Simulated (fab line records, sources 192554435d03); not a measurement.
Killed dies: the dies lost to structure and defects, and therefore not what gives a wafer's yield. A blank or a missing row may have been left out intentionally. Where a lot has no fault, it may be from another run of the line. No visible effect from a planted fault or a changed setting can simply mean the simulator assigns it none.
Matching of chambers | flow n5-finfet | N5_BEOL_M8_DEP_56 on pecvd-03: 3 sister chambers
The step deposits SiCN from 3MS/NH3, target thk 10 nm, time 17.5 s. 6 wafers are shown with their chamber, then 10 later ones without.

EACH WAFER AND ITS CHAMBER
wafer  | chamber | showerhead-plenum-p-Torr (Torr) | throttle-valve-pct (%)
L078.1 | 2       | 3.662                           | 8.8
L084.5 | 2       | 3.664                           | 8.8
L084.6 | 0       | 3.681                           | 9.0
L085.6 | 1       | 3.678                           | 9.4
L086.1 | 0       | 3.688                           | 8.9
L086.2 | 1       | 3.680                           | 9.1

WAFERS WITHOUT THEIR CHAMBER
wafer  | showerhead-plenum-p-Torr (Torr) | throttle-valve-pct (%)
L086.4 | 3.686                           | 9.0
L087.2 | 3.677                           | 9.6
L087.5 | 3.679                           | 8.9
L087.6 | 3.690                           | 9.4
L091.4 | 3.663                           | 8.6
L091.5 | 3.682                           | 9.1
L091.6 | 3.674                           | 9.2
L093.1 | 3.649                           | 9.0
L093.4 | 3.688                           | 9.1
L093.5 | 3.684                           | 9.3

WHICH CHAMBER EACH WENT THROUGH
wafer  | from the rows above     | in truth
L086.4 | 0                       | 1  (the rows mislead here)
L087.2 | 1                       | 1
L087.5 | can't be placed: 0 or 1 | 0
L087.6 | can't be placed: 1 or 0 | 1
L091.4 | 2                       | 2
L091.5 | can't be placed: 0 or 1 | 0
L091.6 | 1                       | 1
L093.1 | 2                       | 2
L093.4 | can't be placed: 0 or 1 | 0
L093.5 | can't be placed: 1 or 0 | 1
Placed correctly: 4 of 10. Can't be placed from these rows: 5 (the true chamber is among the candidates in 5). 1 placed wrongly.
How it was worked out, from the rows above alone: a wafer's distance from a chamber is the root of the sum, over the readings, of the square of ((its reading less the chamber's mean) divided by the reading's scatter). The wafer belongs to the nearest chamber; if the next one is less than 2 further off, it can't be placed. The mean given for a chamber averages the wafers shown for that chamber. The scatter: the root of (the sum of the squares of (reading less its chamber's mean) over the shown wafers, divided by (wafers less chambers)).
